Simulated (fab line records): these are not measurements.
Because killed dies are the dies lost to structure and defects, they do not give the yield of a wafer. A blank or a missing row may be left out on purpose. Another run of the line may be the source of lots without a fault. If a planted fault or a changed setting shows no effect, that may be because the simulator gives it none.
Matching of chambers | flow nandHarc | NHARC_A_M1_ETCH_35 on rieDiel-12 has 4 sister chambers
The step etches the open film in N2/H2, target depth 40 nm, overetch 12 nm, time 43.94 s. 14 wafers are shown with their chamber, then 7 later ones without.

WAFERS PAIRED WITH THEIR CHAMBERS
wafer  | chamber | showerheadPlenumPTorr (Torr) | drypumpMotorCurrentA (A) | rfVppV (V)
L075.3 | 2       | 1.99                         | 5.2                      | 429.4
L075.4 | 0       | 1.99                         | 5.4                      | 428.9
L075.6 | 3       | 2.16                         | 5.6                      | 434.1
L082.1 | 2       | 1.99                         | 5.2                      | 428.3
L082.2 | 3       | 2.16                         | 5.7                      | 434.7
L082.6 | 1       | 2.05                         | 5.5                      | 430.4
L083.2 | 0       | 1.99                         | 5.4                      | 428.5
L083.5 | 0       | 1.99                         | 5.4                      | 429.8
L083.6 | 1       | 2.05                         | 5.5                      | 431.0
L094.2 | 2       | 1.99                         | 5.2                      | 429.7
L094.4 | 3       | 2.16                         | 5.6                      | 433.4
L094.5 | 0       | 1.99                         | 5.5                      | 429.3
L096.2 | 0       | 1.99                         | 5.5                      | 428.7
L096.3 | 2       | 1.98                         | 5.2                      | 428.9

SIGNATURES (averages over the wafers above)
reading               | chamber 0 | chamber 1 | chamber 2 | chamber 3 | scatter within a chamber
showerheadPlenumPTorr | 1.9900    | 2.0500    | 1.9875    | 2.1600    | 0.00274
drypumpMotorCurrentA  | 5.440     | 5.500     | 5.200     | 5.633     | 0.0432
rfVppV                | 429.040   | 430.700   | 429.075   | 434.067   | 0.568
Rule: a wafer lies at a distance from a chamber equal to the root of the sum of squares, over the readings, of (its reading less the chamber's mean, divided by the reading's scatter). The wafer belongs to the nearest chamber; if the next one is less than 2 further off, it can't be placed. The scatter: the root of (the sum of the squares of (reading less its chamber's mean) over the shown wafers, divided by (wafers less chambers)).

WAFERS WITHOUT THEIR CHAMBER
wafer  | showerheadPlenumPTorr (Torr) | drypumpMotorCurrentA (A) | rfVppV (V)
L096.5 | 1.99                         | 5.4                      | 429.1
L095.3 | 1.98                         | 5.2                      | 429.4
L095.5 | 1.98                         | 5.2                      | 429.6
L095.6 | 2.05                         | 5.5                      | 431.4
L097.2 | 1.99                         | 5.4                      | 429.6
L097.3 | 2.16                         | 5.6                      | 432.8
L097.4 | 1.98                         | 5.2                      | 429.5

CHAMBER TAKEN BY EACH
wafer  | from the rows above | in truth
L096.5 | 0                   | 0
L095.3 | 2                   | 2
L095.5 | 2                   | 2
L095.6 | 1                   | 1
L097.2 | 0                   | 0
L097.3 | 3                   | 3
L097.4 | 2                   | 2
Placed correctly: 7 of 7. Number that these rows cannot place: 0. Placed wrongly: 0.
